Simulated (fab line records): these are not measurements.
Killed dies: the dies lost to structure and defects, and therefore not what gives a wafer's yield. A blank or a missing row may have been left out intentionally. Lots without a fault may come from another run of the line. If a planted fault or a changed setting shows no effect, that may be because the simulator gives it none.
Split-lot study + flow n5_finfet + 7 lots, 39 wafers read, on a route of 1938 steps

== THE SPLIT ITSELF ==
At N5_BEOL_M3_PECVD_72 (deposits SiO2 from TEOS/O2, target thk 16 nm, time 18 s), the setting time_s was moved away from the recipe's 18 s on 12 of the 39 wafers read, by -47.0% to +50.2%. All remaining wafers had this setting at the recipe value.

The reading is taken at the split's own step.

== THE READING ==
SiO2_of_BEOL_M3_PECVD_72.thk_nm (the simulator's own value, which no gauge read), in nm, at N5_BEOL_M3_PECVD_72 (deposits SiO2 from TEOS/O2, target thk 16 nm, time 18 s). There is no usual value for it anywhere in the file. Average 16.0 nm, standard deviation 0.24 nm, over the 27 wafers here run with the recipe.

| wafer  | tool, chamber at the split | time_s as run, s | against the recipe | SiO2_of_BEOL_M3_PECVD_72.thk_nm, nm | against lot-mates on the recipe |
|--------|----------------------------|------------------|--------------------|-------------------------------------|---------------------------------|
| L076.2 | pecvd-03, 2                | 18               | recipe             | 15.8                                | -                               |
| L076.3 | pecvd-03, 0                | 18               | recipe             | 16.2                                | -                               |
| L076.6 | pecvd-03, 1                | 18               | recipe             | 16                                  | -                               |
| L078.1 | pecvd-01, 2,1              | 18               | recipe             | 15.6                                | -                               |
| L078.2 | pecvd-01, 2,1              | 18               | recipe             | 15.6                                | -                               |
| L078.3 | pecvd-01, 0                | 9.537            | -47.0%             | 8.4                                 | -7.3                            |
| L078.5 | pecvd-01, 0                | 9.537            | -47.0%             | 8.4                                 | -7.3                            |
| L078.4 | pecvd-01, 1                | 18               | recipe             | 15.8                                | -                               |
| L078.6 | pecvd-01, 2                | 9.537            | -47.0%             | 8.6                                 | -7.1                            |
| L084.1 | pecvd-02, 0                | 10.59            | -41.2%             | 9.4                                 | -6.7                            |
| L084.2 | pecvd-02, 2                | 10.59            | -41.2%             | 9.6                                 | -6.5                            |
| L084.3 | pecvd-02, 1                | 18               | recipe             | 15.8                                | -                               |
| L084.4 | pecvd-02, 2                | 10.59            | -41.2%             | 9.8                                 | -6.3                            |
| L084.5 | pecvd-02, 0,1              | 18               | recipe             | 16.2                                | -                               |
| L084.6 | pecvd-02, 0,1              | 18               | recipe             | 16.2                                | -                               |
| L090.1 | pecvd-03, 0,2,2,1          | 18               | recipe             | 16.2                                | -                               |
| L090.3 | pecvd-03, 0,2,2,1          | 18               | recipe             | 16.2                                | -                               |
| L090.4 | pecvd-03, 0,2,2,1          | 18               | recipe             | 16.2                                | -                               |
| L090.5 | pecvd-03, 0,2,2,1          | 18               | recipe             | 16.2                                | -                               |
| L090.2 | pecvd-03, 1                | 18               | recipe             | 15.8                                | -                               |
| L090.6 | pecvd-03, 0                | 18               | recipe             | 16.4                                | -                               |
| L092.1 | pecvd-03, 2,0              | 18               | recipe             | 15.8                                | -                               |
| L092.3 | pecvd-03, 2,0              | 18               | recipe             | 15.8                                | -                               |
| L092.2 | pecvd-03, 1                | 18               | recipe             | 15.6                                | -                               |
| L092.5 | pecvd-03, 1                | 18               | recipe             | 15.6                                | -                               |
| L092.4 | pecvd-03, 2,0              | 18               | recipe             | 16                                  | -                               |
| L092.6 | pecvd-03, 2,0              | 18               | recipe             | 16                                  | -                               |
| L094.1 | pecvd-02, 1,0,2            | 27.03            | +50.2%             | 23.6                                | +7.5                            |
| L094.2 | pecvd-02, 1,0,2            | 27.03            | +50.2%             | 23.6                                | +7.5                            |
| L094.6 | pecvd-02, 1,0,2            | 27.03            | +50.2%             | 23.6                                | +7.5                            |
| L094.3 | pecvd-02, 2                | 18               | recipe             | 15.8                                | -                               |
| L094.4 | pecvd-02, 1,0              | 18               | recipe             | 16.2                                | -                               |
| L094.5 | pecvd-02, 1,0              | 18               | recipe             | 16.2                                | -                               |
| L095.1 | pecvd-03, 0                | 23.8             | +32.2%             | 21                                  | +5.0                            |
| L095.2 | pecvd-03, 2                | 18               | recipe             | 15.8                                | -                               |
| L095.3 | pecvd-03, 1                | 23.8             | +32.2%             | 20.8                                | +4.8                            |
| L095.4 | pecvd-03, 1                | 18               | recipe             | 16                                  | -                               |
| L095.5 | pecvd-03, 0                | 18               | recipe             | 16.2                                | -                               |
| L095.6 | pecvd-03, 2                | 23.8             | +32.2%             | 21.2                                | +5.2                            |
Rows listing several chambers each stand for several wafers; the file does not say which wafer went through which chamber.

FIT RESULTS
A straight line over all 39 wafers: SiO2_of_BEOL_M3_PECVD_72.thk_nm changes by +0.155 nm for each +1% of time_s; r = +1.00; the points scatter about the line by 0.22 nm.
The same after taking each lot's own level away (the mean of its wafers on the recipe; 39 wafers): +0.153 nm for each +1%; r = +1.00; scatter 0.17 nm.
The reading moves by 7.7 nm for the largest change in time_s, on that fit.
The lots' own levels span 15.67 to 16.17 nm, that is 2.1 times the standard deviation above.
Hence the lot-to-lot level has little effect on the slope; both slopes agree.
Check: +7.69 nm against its lot-mates is what the line predicts for one of the wafers moved furthest among these (+50.2%) when that wafer is left out of the fit. It came out at +7.53 nm against them.

== ADDITIONAL SPLITS CARRIED BY THESE WAFERS ==
Before the reading, these wafers also passed through other splits. Each is held against what the fit with the lots' levels taken away leaves over:
| other split on the same wafers       | wafers away from the commonest value | r with SiO2_of_BEOL_M3_PECVD_72.thk_nm (lot level and that fit taken away) |
|--------------------------------------|--------------------------------------|----------------------------------------------------------------------------|
| N5_FIN_SAQP_ETCH_69 target_depth_a   | 12                                   | -0.21                                                                      |
| N5_SD_EPI_P_EPI_21 epi_growth_time_s | 12                                   | +0.10                                                                      |
| N5_HKMG_FIN_ETCH_35 target_depth_a   | 9                                    | -0.04                                                                      |
| N5_BEOL_M0_SAQP_ALD_48 ald_cycles    | 18                                   | -0.13                                                                      |
| N5_BEOL_M1_ILD_DEP_00 time_s         | 18                                   | +0.06                                                                      |

== THE FILE'S OWN FIT ==
SiO2_of_BEOL_M3_PECVD_72.thk_nm changes by +0.153 nm for each +1% of time_s, r = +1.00.
